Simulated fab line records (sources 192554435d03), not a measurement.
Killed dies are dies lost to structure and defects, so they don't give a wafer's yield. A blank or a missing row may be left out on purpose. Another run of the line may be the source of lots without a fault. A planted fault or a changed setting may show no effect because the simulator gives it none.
Split-lot experiment || flow n5-finfet || 7 lots, 39 wafers read, on a route of 1938 steps

== THE SPLIT ITSELF ==
At N5_BEOL_M6_HM_DEP_02 (deposits TiN, target thk 20 nm), the setting target-thk-a was moved away from the recipe's 200 angstrom on 12 of the 39 wafers read, by -48.5% to +44.5%. The other wafers ran this setting at the recipe's value.

== FROM THE SPLIT TO THE READING: what the file shows between them, 4 steps ==
- N5_BEOL_M6_COAT_59: time 60 s, resist thk 100 nm
- N5_BEOL_M6_COAT_60: time 60 s, resist thk 35 nm
- N5_BEOL_M6_STRIP_68: strips in N2/H2
- N5_BEOL_M6_STRIP_67: strips in CF4

== THE READING ==
etch.depth-nm (the simulator's own value, which no gauge read), in nm, at N5_BEOL_M6_HM_OPEN_17 (chemistry Cl2/BCl3, target TiN, target depth 20 nm, overetch 6 nm). No usual value for it is given in the file. The 27 wafers here that ran the recipe average 19.875 nm, standard deviation 0.22 nm.

{"wafer": "L077.1", "tool, chamber at the split": "pvd-sputter-01, -", "target-thk-a as run, angstrom": 102.9, "against the recipe": "-48.5%", "etch.depth-nm, nm": 9.838, "against lot-mates on the recipe": -9.789}
{"wafer": "L077.2", "tool, chamber at the split": "pvd-sputter-01, -", "target-thk-a as run, angstrom": 102.9, "against the recipe": "-48.5%", "etch.depth-nm, nm": 10.03, "against lot-mates on the recipe": -9.597}
{"wafer": "L077.3", "tool, chamber at the split": "pvd-sputter-01, -", "target-thk-a as run, angstrom": 102.9, "against the recipe": "-48.5%", "etch.depth-nm, nm": 9.909, "against lot-mates on the recipe": -9.718}
{"wafer": "L077.4", "tool, chamber at the split": "pvd-sputter-01, -", "target-thk-a as run, angstrom": 200, "against the recipe": "recipe", "etch.depth-nm, nm": 19.55, "against lot-mates on the recipe": "-"}
{"wafer": "L077.6", "tool, chamber at the split": "pvd-sputter-01, -", "target-thk-a as run, angstrom": 200, "against the recipe": "recipe", "etch.depth-nm, nm": 19.55, "against lot-mates on the recipe": "-"}
{"wafer": "L077.5", "tool, chamber at the split": "pvd-sputter-01, -", "target-thk-a as run, angstrom": 200, "against the recipe": "recipe", "etch.depth-nm, nm": 19.78, "against lot-mates on the recipe": "-"}
{"wafer": "L078.1", "tool, chamber at the split": "pvd-sputter-01, -", "target-thk-a as run, angstrom": 200, "against the recipe": "recipe", "etch.depth-nm, nm": 19.8, "against lot-mates on the recipe": "-"}
{"wafer": "L078.2", "tool, chamber at the split": "pvd-sputter-01, -", "target-thk-a as run, angstrom": 168.3, "against the recipe": "-15.8%", "etch.depth-nm, nm": 16.58, "against lot-mates on the recipe": -3.310}
{"wafer": "L078.3", "tool, chamber at the split": "pvd-sputter-01, -", "target-thk-a as run, angstrom": 168.3, "against the recipe": "-15.8%", "etch.depth-nm, nm": 16.78, "against lot-mates on the recipe": -3.110}
{"wafer": "L078.4", "tool, chamber at the split": "pvd-sputter-01, -", "target-thk-a as run, angstrom": 200, "against the recipe": "recipe", "etch.depth-nm, nm": 20.04, "against lot-mates on the recipe": "-"}
{"wafer": "L078.5", "tool, chamber at the split": "pvd-sputter-01, -", "target-thk-a as run, angstrom": 200, "against the recipe": "recipe", "etch.depth-nm, nm": 19.83, "against lot-mates on the recipe": "-"}
{"wafer": "L078.6", "tool, chamber at the split": "pvd-sputter-01, -", "target-thk-a as run, angstrom": 168.3, "against the recipe": "-15.8%", "etch.depth-nm, nm": 16.61, "against lot-mates on the recipe": -3.280}
{"wafer": "L080.1", "tool, chamber at the split": "pvd-sputter-03, -", "target-thk-a as run, angstrom": 289.1, "against the recipe": "+44.5%", "etch.depth-nm, nm": 24.55, "against lot-mates on the recipe": "+4.523"}
{"wafer": "L080.2", "tool, chamber at the split": "pvd-sputter-03, -", "target-thk-a as run, angstrom": 289.1, "against the recipe": "+44.5%", "etch.depth-nm, nm": 24.74, "against lot-mates on the recipe": "+4.713"}
{"wafer": "L080.3", "tool, chamber at the split": "pvd-sputter-03, -", "target-thk-a as run, angstrom": 200, "against the recipe": "recipe", "etch.depth-nm, nm": 19.96, "against lot-mates on the recipe": "-"}
{"wafer": "L080.4", "tool, chamber at the split": "pvd-sputter-03, -", "target-thk-a as run, angstrom": 289.1, "against the recipe": "+44.5%", "etch.depth-nm, nm": 24.76, "against lot-mates on the recipe": "+4.733"}
{"wafer": "L080.5", "tool, chamber at the split": "pvd-sputter-03, -", "target-thk-a as run, angstrom": 200, "against the recipe": "recipe", "etch.depth-nm, nm": 20.17, "against lot-mates on the recipe": "-"}
{"wafer": "L080.6", "tool, chamber at the split": "pvd-sputter-03, -", "target-thk-a as run, angstrom": 200, "against the recipe": "recipe", "etch.depth-nm, nm": 19.95, "against lot-mates on the recipe": "-"}
{"wafer": "L083.1", "tool, chamber at the split": "pvd-sputter-03, -", "target-thk-a as run, angstrom": 200, "against the recipe": "recipe", "etch.depth-nm, nm": 19.76, "against lot-mates on the recipe": "-"}
{"wafer": "L083.2", "tool, chamber at the split": "pvd-sputter-03, -", "target-thk-a as run, angstrom": 200, "against the recipe": "recipe", "etch.depth-nm, nm": 19.31, "against lot-mates on the recipe": "-"}
{"wafer": "L083.3", "tool, chamber at the split": "pvd-sputter-03, -", "target-thk-a as run, angstrom": 200, "against the recipe": "recipe", "etch.depth-nm, nm": 20.07, "against lot-mates on the recipe": "-"}
{"wafer": "L083.4", "tool, chamber at the split": "pvd-sputter-03, -", "target-thk-a as run, angstrom": 200, "against the recipe": "recipe", "etch.depth-nm, nm": 19.47, "against lot-mates on the recipe": "-"}
{"wafer": "L083.5", "tool, chamber at the split": "pvd-sputter-03, -", "target-thk-a as run, angstrom": 200, "against the recipe": "recipe", "etch.depth-nm, nm": 19.75, "against lot-mates on the recipe": "-"}
{"wafer": "L083.6", "tool, chamber at the split": "pvd-sputter-03, -", "target-thk-a as run, angstrom": 200, "against the recipe": "recipe", "etch.depth-nm, nm": 19.7, "against lot-mates on the recipe": "-"}
{"wafer": "L086.1", "tool, chamber at the split": "pvd-sputter-02, -", "target-thk-a as run, angstrom": 200, "against the recipe": "recipe", "etch.depth-nm, nm": 19.92, "against lot-mates on the recipe": "-"}
{"wafer": "L086.2", "tool, chamber at the split": "pvd-sputter-02, -", "target-thk-a as run, angstrom": 200, "against the recipe": "recipe", "etch.depth-nm, nm": 19.86, "against lot-mates on the recipe": "-"}
{"wafer": "L086.3", "tool, chamber at the split": "pvd-sputter-02, -", "target-thk-a as run, angstrom": 200, "against the recipe": "recipe", "etch.depth-nm, nm": 20.14, "against lot-mates on the recipe": "-"}
{"wafer": "L090.1", "tool, chamber at the split": "pvd-sputter-03, -", "target-thk-a as run, angstrom": 200, "against the recipe": "recipe", "etch.depth-nm, nm": 19.83, "against lot-mates on the recipe": "-"}
{"wafer": "L090.2", "tool, chamber at the split": "pvd-sputter-03, -", "target-thk-a as run, angstrom": 200, "against the recipe": "recipe", "etch.depth-nm, nm": 19.92, "against lot-mates on the recipe": "-"}
{"wafer": "L090.3", "tool, chamber at the split": "pvd-sputter-03, -", "target-thk-a as run, angstrom": 200, "against the recipe": "recipe", "etch.depth-nm, nm": 20.05, "against lot-mates on the recipe": "-"}
{"wafer": "L090.4", "tool, chamber at the split": "pvd-sputter-03, -", "target-thk-a as run, angstrom": 200, "against the recipe": "recipe", "etch.depth-nm, nm": 20.22, "against lot-mates on the recipe": "-"}
{"wafer": "L090.5", "tool, chamber at the split": "pvd-sputter-03, -", "target-thk-a as run, angstrom": 200, "against the recipe": "recipe", "etch.depth-nm, nm": 20.12, "against lot-mates on the recipe": "-"}
{"wafer": "L090.6", "tool, chamber at the split": "pvd-sputter-03, -", "target-thk-a as run, angstrom": 200, "against the recipe": "recipe", "etch.depth-nm, nm": 20.03, "against lot-mates on the recipe": "-"}
{"wafer": "L094.1", "tool, chamber at the split": "pvd-sputter-03, -", "target-thk-a as run, angstrom": 200, "against the recipe": "recipe", "etch.depth-nm, nm": 19.88, "against lot-mates on the recipe": "-"}
{"wafer": "L094.2", "tool, chamber at the split": "pvd-sputter-03, -", "target-thk-a as run, angstrom": 158.3, "against the recipe": "-20.8%", "etch.depth-nm, nm": 15.85, "against lot-mates on the recipe": -4.097}
{"wafer": "L094.3", "tool, chamber at the split": "pvd-sputter-03, -", "target-thk-a as run, angstrom": 158.3, "against the recipe": "-20.8%", "etch.depth-nm, nm": 15.84, "against lot-mates on the recipe": -4.107}
{"wafer": "L094.4", "tool, chamber at the split": "pvd-sputter-03, -", "target-thk-a as run, angstrom": 200, "against the recipe": "recipe", "etch.depth-nm, nm": 19.89, "against lot-mates on the recipe": "-"}
{"wafer": "L094.5", "tool, chamber at the split": "pvd-sputter-03, -", "target-thk-a as run, angstrom": 200, "against the recipe": "recipe", "etch.depth-nm, nm": 20.07, "against lot-mates on the recipe": "-"}
{"wafer": "L094.6", "tool, chamber at the split": "pvd-sputter-03, -", "target-thk-a as run, angstrom": 158.3, "against the recipe": "-20.8%", "etch.depth-nm, nm": 15.65, "against lot-mates on the recipe": -4.297}

FIT RESULTS
A straight line over all 39 wafers: etch.depth-nm changes by +0.162 nm for each +1% of target-thk-a; r = +0.97; the points scatter about the line by 0.85 nm.
The same after taking each lot's own level away (the mean of its wafers on the recipe; 39 wafers): +0.159 nm for each +1%; r = +0.97; scatter 0.83 nm.
The reading moves by 7.7 nm for the largest change in target-thk-a, on that fit.
The span of the lots' own levels, 19.6267 to 20.0283 nm, comes to 1.8 times the standard deviation stated above.
The two slopes are in agreement: the lot-to-lot level therefore moves the slope only a little.
Check: with one of the wafers moved furthest among these (-48.5%) left out of the fit, the line predicts -7.84 nm for it against its lot-mates. Against them it came out at -9.79 nm.

== THESE WAFERS: OTHER SPLITS ==
These wafers also went through other splits before the reading. Each is held against what the fit with the lots' levels taken away leaves over:
{"other split on the same wafers": "N5_STI_FIN_REVEAL_ALD_00 target-thk-a", "wafers away from the commonest value": 12, "r with etch.depth-nm (lot level and that fit taken away)": "+0.32"}
{"other split on the same wafers": "N5_SD_EPI_N_DESCUM_14 time-s", "wafers away from the commonest value": 18, "r with etch.depth-nm (lot level and that fit taken away)": "+0.00"}
{"other split on the same wafers": "N5_HKMG_FIN_ALD_21 ald-cycles", "wafers away from the commonest value": 12, "r with etch.depth-nm (lot level and that fit taken away)": "+0.17"}
{"other split on the same wafers": "N5_MOL_CONTACT_COAG_ALD_27 time-s", "wafers away from the commonest value": 12, "r with etch.depth-nm (lot level and that fit taken away)": "+0.11"}
{"other split on the same wafers": "N5_BEOL_M2_ALD_98 ald-cycles", "wafers away from the commonest value": 12, "r with etch.depth-nm (lot level and that fit taken away)": -0.29}
{"other split on the same wafers": "N5_BEOL_M4_ETCH_70 time-s", "wafers away from the commonest value": 15, "r with etch.depth-nm (lot level and that fit taken away)": -0.22}

== THE WHOLE CHAIN: every reading that the file lists as answering this split, in the file's order ==
{"step": "N5_BEOL_M6_HM_DEP_02", "what it does": "deposits TiN, target thk 20 nm", "reading": "TiN_of_BEOL_M6_HM_DEP_02.thk-nm (the simulator's own value, which no gauge read)", "change (the file's fit)": "+0.2 nm for each +1% of the setting", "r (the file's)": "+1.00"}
{"step": "N5_BEOL_M6_HM_OPEN_17", "what it does": "chemistry Cl2/BCl3, target TiN, target depth 20 nm, overetch 6 nm", "reading": "etch.depth-nm (the simulator's own value, which no gauge read)", "change (the file's fit)": "+0.162 nm for each +1% of the setting", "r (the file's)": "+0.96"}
{"step": "N5_BEOL_M6_OCD_MEAS_38", "what it does": "", "reading": "trench-depth-nm", "change (the file's fit)": "not straight: 97.5 at the lowest setting, 94.5 at the recipe, 4.8 at the highest", "r (the file's)": "not given"}

== THE FILE'S OWN FIT ==
etch.depth-nm changes by +0.162 nm for each +1% of target-thk-a, r = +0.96.
